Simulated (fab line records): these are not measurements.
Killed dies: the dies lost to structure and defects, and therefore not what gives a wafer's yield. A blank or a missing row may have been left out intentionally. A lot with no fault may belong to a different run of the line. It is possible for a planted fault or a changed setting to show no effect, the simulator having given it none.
Split-lot experiment    flow n5Finfet    7 lots, 39 wafers read, on a route of 1938 steps

## SPLIT DETAILS
At N5_SD_EPI_P_ETCH_37 (etches SOC in N2/H2, overetch 108 nm, time 486 s), the setting sourceW was moved away from the recipe's 3000 W on 18 of the 39 wafers read, by -15.7% to +16.9%. This setting was run at the recipe's value on the other wafers.

The split's own step is where the reading is taken.

## THE READING
rfVppV, in V, at N5_SD_EPI_P_ETCH_37 (etches SOC in N2/H2, overetch 108 nm, time 486 s). On this fab line, fault-free wafers typically give 241.3 V with a standard deviation of 1.1 V.

wafer   tool, chamber at the split  sourceW as run, W  against the recipe  rfVppV, V  against lot-mates on the recipe
L075.1  rieDiel-04, 0               2856               -4.8%               246.4      +4.3
L075.2  rieDiel-04, 3               3000               recipe              241.8      -
L075.3  rieDiel-04, 1               2856               -4.8%               243.8      +1.7
L075.4  rieDiel-04, 2               3000               recipe              243.2      -
L075.5  rieDiel-04, 0               3000               recipe              241.2      -
L075.6  rieDiel-04, 1               2856               -4.8%               244.8      +2.7
L076.3  rieDiel-04, 0               3000               recipe              242.2      -
L076.5  rieDiel-04, 0               3000               recipe              241.2      -
L076.6  rieDiel-04, 3               3000               recipe              243.7      -
L078.1  rieDiel-02, 1               3507               +16.9%              228.3      -12.2
L078.2  rieDiel-02, 2               3000               recipe              241.8      -
L078.3  rieDiel-02, 3               3000               recipe              239.0      -
L078.4  rieDiel-02, 2               3000               recipe              240.8      -
L078.5  rieDiel-02, 1               3507               +16.9%              227.6      -12.9
L078.6  rieDiel-02, 3               3507               +16.9%              228.5      -12.0
L088.1  rieDiel-04, 2               3374               +12.5%              231.0      -11.4
L088.2  rieDiel-04, 1               3374               +12.5%              231.5      -10.9
L088.3  rieDiel-04, 0               3000               recipe              243.0      -
L088.4  rieDiel-04, 3               3000               recipe              242.0      -
L088.5  rieDiel-04, 2               3000               recipe              242.3      -
L088.6  rieDiel-04, 3               3374               +12.5%              232.9      -9.5
L093.1  rieDiel-04, 0               3489               +16.3%              229.2      -12.4
L093.2  rieDiel-04, 3               3000               recipe              241.2      -
L093.3  rieDiel-04, 1               3489               +16.3%              228.7      -12.9
L093.4  rieDiel-04, 2               3000               recipe              241.9      -
L093.5  rieDiel-04, 3               3000               recipe              241.8      -
L093.6  rieDiel-04, 2               3489               +16.3%              230.1      -11.5
L094.1  rieDiel-04, 1               3000               recipe              241.2      -
L094.2  rieDiel-04, 2               2530               -15.7%              258.1      +16.8
L094.3  rieDiel-04, 3               3000               recipe              241.9      -
L094.4  rieDiel-04, 0               2530               -15.7%              256.0      +14.7
L094.5  rieDiel-04, 3               3000               recipe              240.9      -
L094.6  rieDiel-04, 2               2530               -15.7%              257.5      +16.2
L097.1  rieDiel-02, 2               3232               +7.7%               236.4      -4.6
L097.2  rieDiel-02, 0               3232               +7.7%               234.7      -6.3
L097.3  rieDiel-02, 3               3000               recipe              241.0      -
L097.4  rieDiel-02, 1               3000               recipe              241.1      -
L097.5  rieDiel-02, 2               3232               +7.7%               235.7      -5.3
L097.6  rieDiel-02, 3               3000               recipe              241.0      -

FIT RESULTS
A straight line over all 39 wafers: rfVppV changes by -0.841 V for each +1% of sourceW; r = -0.99; the points scatter about the line by 1.2 V.
The same after taking each lot's own level away (the mean of its wafers on the recipe; 39 wafers): -0.832 V for each +1%; r = -0.99; scatter 1.3 V.
On that fit, the largest move of sourceW shifts the reading by 14 V.
From 240.53 to 242.43 V: that is the span of the lots' own levels, equal to 1.7 times the standard deviation above.
So the lot-to-lot level changes the slope little: the two slopes agree.
Check: for one of the wafers moved furthest among these (+16.9%), held out of the fit, the line's prediction against its lot-mates is -13.8 V. Against them it came out at -12.2 V.
Tool readings at the split's step, against how far the setting was moved: rfVppV r = -0.99.

## FILE'S OWN FIT
rfVppV changes by -0.819 V for each +1% of sourceW, r = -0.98.
